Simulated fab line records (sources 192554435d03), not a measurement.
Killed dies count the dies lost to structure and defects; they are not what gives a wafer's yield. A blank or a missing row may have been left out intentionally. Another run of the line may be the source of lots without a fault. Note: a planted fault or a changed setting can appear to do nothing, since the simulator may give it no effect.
Split-lot trial + flow n5-finfet + on a route of 1938 steps: 7 lots, 21 wafers read

SPLIT DETAILS
At N5_BEOL_M7_TRENCH_ETCH_37 (etches SiCOH lowk in C4F6/O2, target depth 93.478 nm, time 31.2 s), the setting source-w was moved away from the recipe's 345 W on 9 of the 21 wafers read, by -13.2% to +17.2%. For the rest of the wafers, this setting stayed at what the recipe calls for.

The reading is taken at the split's own step.

THE READING
rf-vpp-V, in V, at N5_BEOL_M7_TRENCH_ETCH_37 (etches SiCOH lowk in C4F6/O2, target depth 93.478 nm, time 31.2 s). A value of 660 V with a standard deviation of 15 V is what fault-free wafers of this fab line usually give.

| wafer  | tool, chamber at the split | source-w as run, W | against the recipe | rf-vpp-V, V | against lot-mates on the recipe |
|--------|----------------------------|--------------------|--------------------|-------------|---------------------------------|
| L074.3 | rie-diel-03, 0             | 299.3              | -13.2%             | 737         | +74                             |
| L074.4 | rie-diel-03, 1             | 345                | recipe             | 667         | -                               |
| L074.6 | rie-diel-03, 2             | 345                | recipe             | 659         | -                               |
| L077.1 | rie-diel-03, 0             | 345                | recipe             | 685         | -                               |
| L077.2 | rie-diel-03, 2             | 396.8              | +15.0%             | 613         | -72                             |
| L077.5 | rie-diel-03, 0             | 396.8              | +15.0%             | 638         | -47                             |
| L078.3 | rie-diel-03, 0             | 345                | recipe             | 684         | -                               |
| L078.5 | rie-diel-03, 0             | 366.1              | +6.1%              | 665         | -19                             |
| L078.6 | rie-diel-03, 3             | 366.1              | +6.1%              | 629         | -55                             |
| L081.1 | rie-diel-01, 2             | 345                | recipe             | 672         | -                               |
| L081.2 | rie-diel-01, 0             | 345                | recipe             | 642         | -                               |
| L081.4 | rie-diel-01, 3             | 345                | recipe             | 651         | -                               |
| L082.4 | rie-diel-01, 3             | 404.4              | +17.2%             | 599         | -76                             |
| L082.5 | rie-diel-01, 0             | 404.4              | +17.2%             | 592         | -83                             |
| L082.6 | rie-diel-01, 1             | 345                | recipe             | 675         | -                               |
| L084.2 | rie-diel-01, 0             | 318.3              | -7.7%              | 668         | -6                              |
| L084.5 | rie-diel-01, 3             | 318.3              | -7.7%              | 678         | +4                              |
| L084.6 | rie-diel-01, 1             | 345                | recipe             | 674         | -                               |
| L095.1 | rie-diel-01, 1             | 345                | recipe             | 675         | -                               |
| L095.2 | rie-diel-01, 0             | 345                | recipe             | 642         | -                               |
| L095.3 | rie-diel-01, 3             | 345                | recipe             | 651         | -                               |

FIT RESULTS
A straight line over all 21 wafers: rf-vpp-V changes by -3.44 V for each +1% of source-w; r = -0.86; the points scatter about the line by 17 V.
The same after taking each lot's own level away (the mean of its wafers on the recipe; 21 wafers): -4.07 V for each +1%; r = -0.90; scatter 16 V.
Per that fit: largest source-w move, reading shift of 70 V.
The span of the lots' own levels, 655.0 to 685.0 V, comes to 2.0 times the standard deviation stated above.
So the lot-to-lot level changes the slope: the two fits differ.
Check: with one of the wafers moved furthest among these (+17.2%) left out of the fit, the line predicts -73.5 V for it against its lot-mates. It came out at -76 V against them.
Tool readings at the split's step, against how far the setting was moved: rf-vpp-V r = -0.86.

THE OTHER SPLITS THESE WAFERS WENT THROUGH
Before the reading, these wafers also passed through other splits. Each is held against what the fit with the lots' levels taken away leaves over:
| other split on the same wafers | wafers away from the commonest value | r with rf-vpp-V (lot level and that fit taken away) |
|--------------------------------|--------------------------------------|-----------------------------------------------------|
| N5_BEOL_M5_ETCH_41 source-w    | 7                                    | +0.11                                               |
| N5_BEOL_M7_DESCUM_33 time-s    | 9                                    | -0.45                                               |

THE WHOLE CHAIN: every reading that the file lists as answering this split, in the file's order
| step                      | what it does                                                      | reading                                                        | change (the file's fit)               | r (the file's) |
|---------------------------|-------------------------------------------------------------------|----------------------------------------------------------------|---------------------------------------|----------------|
| N5_BEOL_M7_TRENCH_ETCH_37 | etches SiCOH lowk in C4F6/O2, target depth 93.478 nm, time 31.2 s | rf-vpp-V                                                       | -4.34 V for each +1% of the setting   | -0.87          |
| N5_BEOL_M7_TRENCH_ETCH_37 | etches SiCOH lowk in C4F6/O2, target depth 93.478 nm, time 31.2 s | etch.depth-nm (the simulator's own value, which no gauge read) | +0.376 nm for each +1% of the setting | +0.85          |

FILE'S OWN FIT
rf-vpp-V changes by -4.34 V for each +1% of source-w, r = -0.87.
